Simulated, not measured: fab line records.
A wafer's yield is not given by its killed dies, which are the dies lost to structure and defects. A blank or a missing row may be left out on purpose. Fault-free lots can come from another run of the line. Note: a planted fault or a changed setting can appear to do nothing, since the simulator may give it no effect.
Which tool is to blame? / flow n5Finfet / 29 wafers from 10 lots sampled at 6 of the route's 1938 steps

WHAT EACH GAUGE READ, for each wafer
N5_BEOL_M3_CD_MEAS_18: pitch 36 nm, target cd 18 nm.
lot=L734; measured=day 8 15:16; on=cdSem-01; cdNm (nm)=17.6 17.7
lot=L735; measured=day 9 06:58; on=cdSem-03; cdNm (nm)=17.5 17.8 18.3
lot=L738; measured=day 9 14:38; on=cdSem-02; cdNm (nm)=18.5 18.0 18.1
lot=L741; measured=day 9 19:39; on=cdSem-01; cdNm (nm)=18.3 18.1 18.3
lot=L743; measured=day 10 02:45; on=cdSem-01; cdNm (nm)=18.6 17.4 17.8
lot=L747; measured=day 11 23:41; on=cdSem-02; cdNm (nm)=17.7 17.8 17.8
lot=L750; measured=day 12 12:28; on=cdSem-01; cdNm (nm)=18.0 18.3 18.3
lot=L751; measured=day 12 15:39; on=cdSem-01; cdNm (nm)=18.6 18.2 18.5
lot=L753; measured=day 12 19:27; on=cdSem-01; cdNm (nm)=18.1 17.8 18.2
lot=L752; measured=day 13 02:37; on=cdSem-03; cdNm (nm)=18.3 18.2 18.3

N5_BEOL_M3_OVL_MEAS_29.
lot=L734; measured=day 8 15:44; on=overlay-01; V2_OVL (nm)=0.4 -0.4
lot=L735; measured=day 9 07:27; on=overlay-01; V2_OVL (nm)=0.9 -0.2 0.6
lot=L738; measured=day 9 15:07; on=overlay-02; V2_OVL (nm)=2.1 1.2 1.8
lot=L741; measured=day 9 20:07; on=overlay-02; V2_OVL (nm)=0.1 -0.5 0.4
lot=L743; measured=day 10 03:14; on=overlay-02; V2_OVL (nm)=0.0 -0.8 -0.6
lot=L747; measured=day 12 00:03; on=overlay-02; V2_OVL (nm)=0.7 0.4 1.2
lot=L750; measured=day 12 12:57; on=overlay-02; V2_OVL (nm)=0.2 0.2 1.4
lot=L751; measured=day 12 16:08; on=overlay-02; V2_OVL (nm)=0.9 -0.3 0.6
lot=L753; measured=day 12 19:48; on=overlay-01; V2_OVL (nm)=-0.4 0.5 0.4
lot=L752; measured=day 13 02:58; on=overlay-01; V2_OVL (nm)=-0.1 -0.7 -0.1

N5_BEOL_M3_OCD_MEAS_38.
lot=L734; measured=day 8 23:46; on=ocd-02; trenchDepthNm (nm)=55.0 55.2
lot=L735; measured=day 9 10:30; on=ocd-02; trenchDepthNm (nm)=54.5 55.4 54.0
lot=L738; measured=day 9 17:01; on=ocd-02; trenchDepthNm (nm)=54.2 55.8 53.9
lot=L741; measured=day 9 21:19; on=ocd-02; trenchDepthNm (nm)=54.6 54.4 53.9
lot=L743; measured=day 10 09:04; on=ocd-02; trenchDepthNm (nm)=55.6 54.5 56.0
lot=L747; measured=day 12 02:57; on=ocd-02; trenchDepthNm (nm)=39.3 38.7 40.3
lot=L750; measured=day 12 14:12; on=ocd-02; trenchDepthNm (nm)=39.6 40.0 38.7
lot=L751; measured=day 12 20:17; on=ocd-02; trenchDepthNm (nm)=39.6 39.4 37.7
lot=L753; measured=day 13 00:02; on=ocd-02; trenchDepthNm (nm)=55.0 55.8 54.5
lot=L752; measured=day 13 10:54; on=ocd-02; trenchDepthNm (nm)=54.5 55.5 54.8

N5_BEOL_M3_CD_MEAS_35: target cd 18 nm, target cd y 21 nm.
lot=L734; measured=day 8 23:56; on=cdSem-02; cdNm (nm)=18.0 18.4
lot=L735; measured=day 9 10:39; on=cdSem-03; cdNm (nm)=18.0 17.7 18.3
lot=L738; measured=day 9 17:10; on=cdSem-03; cdNm (nm)=18.5 17.9 18.1
lot=L741; measured=day 9 21:28; on=cdSem-02; cdNm (nm)=18.4 18.5 18.5
lot=L743; measured=day 10 09:13; on=cdSem-01; cdNm (nm)=18.2 17.7 17.8
lot=L747; measured=day 12 03:06; on=cdSem-03; cdNm (nm)=17.8 18.1 17.1
lot=L750; measured=day 12 14:22; on=cdSem-02; cdNm (nm)=18.0 17.7 17.9
lot=L751; measured=day 12 20:26; on=cdSem-02; cdNm (nm)=17.8 17.6 18.2
lot=L753; measured=day 13 00:12; on=cdSem-03; cdNm (nm)=17.5 17.6 18.0
lot=L752; measured=day 13 11:03; on=cdSem-02; cdNm (nm)=18.0 18.1 18.2

N5_BEOL_M4_RC_MEAS_101.
lot=L734; measured=day 9 18:07; on=prober-01; DIBL_N (mV/V)=34.8 36.1; DIBL_P (mV/V)=34.1 35.2; IOFF_N (nA/um)=0.124 0.143; IOFF_P (nA/um)=0.19 0.20; ION_N (uA/um)=666 660; ION_P (uA/um)=460 460; SS_N (mV/dec)=71.1 71.8; SS_P (mV/dec)=72.9 73.1; VT_N (mV)=252.0 251.5; VT_P (mV)=-249.1 -249.3
lot=L735; measured=day 9 22:37; on=prober-02; DIBL_N (mV/V)=40.6 39.2 41.7; DIBL_P (mV/V)=39.6 39.2 41.4; IOFF_N (nA/um)=0.218 0.194 0.236; IOFF_P (nA/um)=0.27 0.25 0.30; ION_N (uA/um)=676 686 678; ION_P (uA/um)=465 466 467; SS_N (mV/dec)=72.8 72.2 72.6; SS_P (mV/dec)=74.5 74.2 74.4; VT_N (mV)=248.8 246.9 246.5; VT_P (mV)=-248.0 -246.9 -246.9
lot=L738; measured=day 10 11:44; on=prober-01; DIBL_N (mV/V)=38.1 35.3 37.7; DIBL_P (mV/V)=38.0 34.2 37.6; IOFF_N (nA/um)=0.178 0.125 0.177; IOFF_P (nA/um)=0.22 0.17 0.21; ION_N (uA/um)=688 671 690; ION_P (uA/um)=468 459 464; SS_N (mV/dec)=71.8 71.0 71.1; SS_P (mV/dec)=73.3 72.6 73.1; VT_N (mV)=247.4 253.8 247.6; VT_P (mV)=-249.7 -253.8 -250.1
lot=L741; measured=day 10 21:57; on=prober-01; DIBL_N (mV/V)=35.5 37.3 35.1; DIBL_P (mV/V)=34.8 36.5 34.4; IOFF_N (nA/um)=0.148 0.174 0.130; IOFF_P (nA/um)=0.20 0.22 0.19; ION_N (uA/um)=677 681 656; ION_P (uA/um)=465 468 456; SS_N (mV/dec)=71.8 71.6 71.6; SS_P (mV/dec)=72.5 73.5 72.4; VT_N (mV)=250.3 250.7 255.0; VT_P (mV)=-251.6 -251.2 -252.9
lot=L743; measured=day 11 06:49; on=prober-01; DIBL_N (mV/V)=35.9 34.2 37.2; DIBL_P (mV/V)=36.1 34.0 36.8; IOFF_N (nA/um)=0.174 0.141 0.195; IOFF_P (nA/um)=0.21 0.17 0.22; ION_N (uA/um)=683 652 689; ION_P (uA/um)=463 451 462; SS_N (mV/dec)=71.9 71.5 72.0; SS_P (mV/dec)=73.4 73.0 74.3; VT_N (mV)=245.5 252.5 247.2; VT_P (mV)=-251.0 -252.2 -251.3
lot=L747; measured=day 12 21:11; on=prober-01; DIBL_N (mV/V)=35.9 37.4 35.4; DIBL_P (mV/V)=37.6 38.4 37.0; IOFF_N (nA/um)=0.158 0.185 0.133; IOFF_P (nA/um)=0.19 0.20 0.17; ION_N (uA/um)=682 674 658; ION_P (uA/um)=463 457 456; SS_N (mV/dec)=71.7 71.9 71.7; SS_P (mV/dec)=73.3 74.1 73.5; VT_N (mV)=251.3 250.6 255.4; VT_P (mV)=-253.3 -255.3 -255.4
lot=L750; measured=day 13 15:59; on=prober-02; DIBL_N (mV/V)=38.0 36.2 38.5; DIBL_P (mV/V)=36.8 35.3 37.9; IOFF_N (nA/um)=0.169 0.148 0.187; IOFF_P (nA/um)=0.22 0.20 0.23; ION_N (uA/um)=676 673 679; ION_P (uA/um)=469 462 460; SS_N (mV/dec)=72.0 70.9 71.9; SS_P (mV/dec)=73.9 73.6 74.0; VT_N (mV)=249.1 250.4 246.4; VT_P (mV)=-247.3 -249.4 -247.4
lot=L751; measured=day 14 00:02; on=prober-02; DIBL_N (mV/V)=33.6 32.7 34.6; DIBL_P (mV/V)=33.1 32.2 33.9; IOFF_N (nA/um)=0.130 0.124 0.132; IOFF_P (nA/um)=0.18 0.17 0.19; ION_N (uA/um)=675 673 656; ION_P (uA/um)=467 464 457; SS_N (mV/dec)=71.5 70.7 70.9; SS_P (mV/dec)=72.1 72.4 72.7; VT_N (mV)=250.5 255.6 253.0; VT_P (mV)=-250.3 -251.7 -251.1
lot=L753; measured=day 13 23:31; on=prober-01; DIBL_N (mV/V)=37.5 35.8 38.0; DIBL_P (mV/V)=36.0 34.7 36.4; IOFF_N (nA/um)=0.179 0.147 0.173; IOFF_P (nA/um)=0.23 0.20 0.24; ION_N (uA/um)=672 678 657; ION_P (uA/um)=465 460 450; SS_N (mV/dec)=71.6 71.1 71.5; SS_P (mV/dec)=73.9 72.9 73.8; VT_N (mV)=248.6 251.6 248.6; VT_P (mV)=-246.8 -250.3 -252.1
lot=L752; measured=day 14 01:47; on=prober-01; DIBL_N (mV/V)=34.4 33.3 32.8; DIBL_P (mV/V)=35.1 33.1 33.0; IOFF_N (nA/um)=0.149 0.118 0.119; IOFF_P (nA/um)=0.19 0.15 0.16; ION_N (uA/um)=682 661 674; ION_P (uA/um)=466 450 462; SS_N (mV/dec)=71.6 71.0 70.4; SS_P (mV/dec)=73.0 72.6 72.9; VT_N (mV)=252.9 255.5 251.2; VT_P (mV)=-249.1 -255.7 -253.9

TOOL THAT RAN EACH LOT (tool first, then ch and the chambers of the sampled wafers, then the start)
lot=L734; N5_BEOL_M3_TRENCH_ETCH_37=rieDiel-01 ch 1,2, day 8 23:37
lot=L735; N5_BEOL_M3_TRENCH_ETCH_37=rieDiel-04 ch 0,1, day 9 10:21
lot=L738; N5_BEOL_M3_TRENCH_ETCH_37=rieDiel-04 ch 2,3, day 9 16:52
lot=L741; N5_BEOL_M3_TRENCH_ETCH_37=rieDiel-05 ch 0,1,3, day 9 21:10
lot=L743; N5_BEOL_M3_TRENCH_ETCH_37=rieDiel-01 ch 0,1,2, day 10 08:53
lot=L747; N5_BEOL_M3_TRENCH_ETCH_37=rieDiel-04 ch 0,2,3, day 12 02:47
lot=L750; N5_BEOL_M3_TRENCH_ETCH_37=rieDiel-04 ch 2,3, day 12 14:03
lot=L751; N5_BEOL_M3_TRENCH_ETCH_37=rieDiel-04 ch 0,2,3, day 12 20:08
lot=L753; N5_BEOL_M3_TRENCH_ETCH_37=rieDiel-01 ch 0, day 12 23:40
lot=L752; N5_BEOL_M3_TRENCH_ETCH_37=rieDiel-01 ch 0,1,2, day 13 10:45
- N5_BEOL_M3_TRENCH_ETCH_37: etches SiOC in C4F6/O2, target depth 55.555 nm, time 29.2 s.

WHAT THE TOOLS THEMSELVES READ (means of the sampled wafers that have a number; where no wafer has one, the mark that the record gives instead)
N5_BEOL_M3_TRENCH_ETCH_37.
lot=L734; tool=rieDiel-01; O2_flow_sccm (sccm)=10.00; drypumpMotorCurrentA (A)=5.5; oes_f_703_au (a.u.)=0.72; oesProductAu (a.u.)=0.71; rfFwdPowerW (W)=350.4; rfVppV (V)=677; showerheadPlenumPTorr (Torr)=2.82; throttleValvePct (%)=21.07
lot=L735; tool=rieDiel-04; O2_flow_sccm (sccm)=10.04; drypumpMotorCurrentA (A)=5.8; oes_f_703_au (a.u.)=0.69; oesProductAu (a.u.)=0.69; rfFwdPowerW (W)=348.5; rfVppV (V)=660; showerheadPlenumPTorr (Torr)=2.93; throttleValvePct (%)=21.05
lot=L738; tool=rieDiel-04; O2_flow_sccm (sccm)=10.00; drypumpMotorCurrentA (A)=6.0; oes_f_703_au (a.u.)=0.93; oesProductAu (a.u.)=0.93; rfFwdPowerW (W)=350.3; rfVppV (V)=669; showerheadPlenumPTorr (Torr)=2.87; throttleValvePct (%)=20.54
lot=L741; tool=rieDiel-05; O2_flow_sccm (sccm)=9.98; drypumpMotorCurrentA (A)=5.4; oes_f_703_au (a.u.)=0.77; oesProductAu (a.u.)=0.76; rfFwdPowerW (W)=349.8; rfVppV (V)=658; showerheadPlenumPTorr (Torr)=2.91; throttleValvePct (%)=20.86
lot=L743; tool=rieDiel-01; O2_flow_sccm (sccm)=10.01; drypumpMotorCurrentA (A)=5.4; oes_f_703_au (a.u.)=0.75; oesProductAu (a.u.)=0.74; rfFwdPowerW (W)=350.6; rfVppV (V)=666; showerheadPlenumPTorr (Torr)=2.84; throttleValvePct (%)=21.01
lot=L747; tool=rieDiel-04; O2_flow_sccm (sccm)=9.96; drypumpMotorCurrentA (A)=5.9; oes_f_703_au (a.u.)=0.58; oesProductAu (a.u.)=0.73; rfFwdPowerW (W)=137.6; rfVppV (V)=791; showerheadPlenumPTorr (Torr)=2.87; throttleValvePct (%)=20.54
lot=L750; tool=rieDiel-04; O2_flow_sccm (sccm)=10.02; drypumpMotorCurrentA (A)=6.1; oes_f_703_au (a.u.)=0.55; oesProductAu (a.u.)=0.70; rfFwdPowerW (W)=138.6; rfVppV (V)=803; showerheadPlenumPTorr (Torr)=2.81; throttleValvePct (%)=20.37
lot=L751; tool=rieDiel-04; O2_flow_sccm (sccm)=10.01; drypumpMotorCurrentA (A)=5.9; oes_f_703_au (a.u.)=0.57; oesProductAu (a.u.)=0.72; rfFwdPowerW (W)=137.0; rfVppV (V)=792; showerheadPlenumPTorr (Torr)=2.86; throttleValvePct (%)=20.53
lot=L753; tool=rieDiel-01; O2_flow_sccm (sccm)=10.02; drypumpMotorCurrentA (A)=5.3; oes_f_703_au (a.u.)=0.81; oesProductAu (a.u.)=0.78; rfFwdPowerW (W)=351.2; rfVppV (V)=645; showerheadPlenumPTorr (Torr)=2.87; throttleValvePct (%)=20.90
lot=L752; tool=rieDiel-01; O2_flow_sccm (sccm)=9.99; drypumpMotorCurrentA (A)=5.4; oes_f_703_au (a.u.)=0.84; oesProductAu (a.u.)=0.83; rfFwdPowerW (W)=351.1; rfVppV (V)=665; showerheadPlenumPTorr (Torr)=2.83; throttleValvePct (%)=20.90

THE ANSWER, worked out from the rows above alone
Rule: the lots themselves supply what counts as usual. The widest of any qualifying gaps counts: lots, ordered by their means at a reading, are off when they make up no more than a third of the lots, leave a main group of 4 or more, and stand apart from it by 3 or more times the standard deviation of that group's means. A main group whose means are all the same, to the digits that the tables above print for the reading, isn't used. Also off: a lot with no number at a reading for which 4 or more lots have one. Where the step has rows for the other lots, those lots are counted as sound. First the gauges in route order, then the tools' own readings, where a lot's mean is used as printed above. At the first step where some lot is off, the reading lying furthest off is the one used; lots without a number count as furthest.
Off: L747, L750, L751 (N5_BEOL_M3_OCD_MEAS_38, trenchDepthNm). Main group: mean 54.9 nm, sd 0.34.
If a tool, at a process step before that reading, ran all the lots that are off and no sound lot after the first of them, it fits. The gauges at N5_BEOL_M3_OCD_MEAS_38 aren't tried: what is off there is off at N5_BEOL_M3_TRENCH_ETCH_37 too, on other tools, and a gauge's error can't cause that. One fits: N5_BEOL_M3_TRENCH_ETCH_37 on rieDiel-04. Its last sound lot is L738 (day 9 16:52), its first lot that is off L747 (day 12 02:47): a fault that began between those two fits.
The tool's own readings at N5_BEOL_M3_TRENCH_ETCH_37 bear it out: on the lots that are off they differ by more than 5 times the standard deviation of the sound lots' means. rfFwdPowerW reads 137.7 W there against 350.3 W on the sound lots; rfVppV reads 795 V there against 663 V on the sound lots.

WHAT WAS PUT IN BY THE SIMULATOR
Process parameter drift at N5_BEOL_M3_TRENCH_ETCH_37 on rieDiel-04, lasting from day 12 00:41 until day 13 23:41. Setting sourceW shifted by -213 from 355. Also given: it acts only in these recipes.
Shown lots that were struck: L747, L750, L751. The same result came from the rule above.
